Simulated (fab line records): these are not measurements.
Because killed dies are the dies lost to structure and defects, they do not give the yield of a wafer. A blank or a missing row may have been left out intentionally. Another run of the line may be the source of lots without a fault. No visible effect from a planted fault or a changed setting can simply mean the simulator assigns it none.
Which tool was responsible?    flow nandHarc    Sampling: 14 lots, 42 wafers, 3 of 1302 route steps

WHAT THE GAUGES READ, wafer by wafer
NHARC_END_SORT_01.
lot   measured      on         killedAtArray  killedAtOther  killedAtPeriphery  killedDies   killedOpen  killedShort
L634  day 30 07:57  prober-01  149 146 158    2 1 2          6 6 2              157 153 162  4 2 3       1 1 4
L635  day 30 20:33  prober-01  145 150 137    1 1 3          4 4 1              150 155 141  1 3 3       2 1 2

EACH LOT AND THE TOOL THAT RAN IT (in order: tool; ch and the chambers of the sampled wafers; start)
lot   NHARC_A_CHANNEL_FILL_D1_CVD_05   NHARC_A_BONDPAD_PRE_CLEAN_26
L621  lpcvdPoly-03 ch 0, day 10 17:42  pvdSputter-03, no start
L622  lpcvdPoly-03 ch 0, day 10 17:42  pvdSputter-03, no start
L623  lpcvdPoly-04 ch 0, day 11 01:22  pvdSputter-02, no start
L624  lpcvdPoly-03 ch 0, day 11 13:14  pvdSputter-02, no start
L626  lpcvdPoly-01 ch 0, day 11 19:11  pvdSputter-02, no start
L630  lpcvdPoly-03 ch 0, day 14 01:34  pvdSputter-03, no start
L631  lpcvdPoly-03 ch 0, day 14 01:34  pvdSputter-03, no start
L634  lpcvdPoly-03 ch 0, day 15 22:18  pvdSputter-02, day 30 07:57 or earlier
L635  lpcvdPoly-03 ch 0, day 16 06:54  pvdSputter-03, day 30 20:33 or earlier
L636  lpcvdPoly-04 ch 0, day 16 13:05  pvdSputter-01, no start
L639  lpcvdPoly-04 ch 0, day 17 16:20  pvdSputter-03, no start
L640  lpcvdPoly-04 ch 0, day 17 23:01  pvdSputter-01, no start
L643  lpcvdPoly-04 ch 0, day 19 01:25  pvdSputter-02, no start
L644  lpcvdPoly-04 ch 0, day 19 14:11  pvdSputter-01, no start
- NHARC_A_CHANNEL_FILL_D1_CVD_05: deposits poly-Si, target thk 5 nm.
- NHARC_A_BONDPAD_PRE_CLEAN_26: time 30 s.

WHAT THE TOOLS THEMSELVES READ (means of the sampled wafers that have a number; where no wafer has one, the mark that the record gives instead)
NHARC_A_CHANNEL_FILL_D1_CVD_05.
lot   tool          tubeCenterTempC (C)  zonePowerUpperPct (%)
L621  lpcvdPoly-03  550                  7.6
L622  lpcvdPoly-03  550                  7.7
L623  lpcvdPoly-04  550                  6.4
L624  lpcvdPoly-03  550                  7.7
L626  lpcvdPoly-01  550                  6.8
L630  lpcvdPoly-03  550                  7.7
L631  lpcvdPoly-03  550                  7.8
L634  lpcvdPoly-03  550                  7.7
L635  lpcvdPoly-03  550                  7.7
L636  lpcvdPoly-04  550                  6.3
L639  lpcvdPoly-04  550                  6.2
L640  lpcvdPoly-04  550                  6.4
L643  lpcvdPoly-04  550                  6.3
L644  lpcvdPoly-04  550                  6.3

NHARC_A_BONDPAD_PRE_CLEAN_26.
lot   tool           heaterPowerW (W)
L621  pvdSputter-03  407
L622  pvdSputter-03  451
L623  pvdSputter-02  450
L624  pvdSputter-02  436
L626  pvdSputter-02  431
L630  pvdSputter-03  417
L631  pvdSputter-03  388
L634  pvdSputter-02  464
L635  pvdSputter-03  423
L636  pvdSputter-01  394
L639  pvdSputter-03  424
L640  pvdSputter-01  399
L643  pvdSputter-02  462
L644  pvdSputter-01  356

THE ANSWER, worked out from the rows above alone
Rule: usual is defined by the lots themselves. The widest of any qualifying gaps counts: lots, ordered by their means at a reading, are off when they make up no more than a third of the lots, leave a main group of 4 or more, and stand apart from it by 3 or more times the standard deviation of that group's means. Not used: any main group whose means are identical at the precision the tables above print for the reading. A lot without any number at a reading at which 4 lots or more have one is off too. The other lots that the step has rows for count as sound. After the gauges, taken in route order, come the tools' own readings; for these a lot's mean is taken, as printed above. At the first step where some lot is off, the reading lying furthest off is the one used; lots without a number count as furthest.
Nothing can be told from this: no lot is off at any reading shown.

WHAT THE SIMULATOR HAD PUT IN
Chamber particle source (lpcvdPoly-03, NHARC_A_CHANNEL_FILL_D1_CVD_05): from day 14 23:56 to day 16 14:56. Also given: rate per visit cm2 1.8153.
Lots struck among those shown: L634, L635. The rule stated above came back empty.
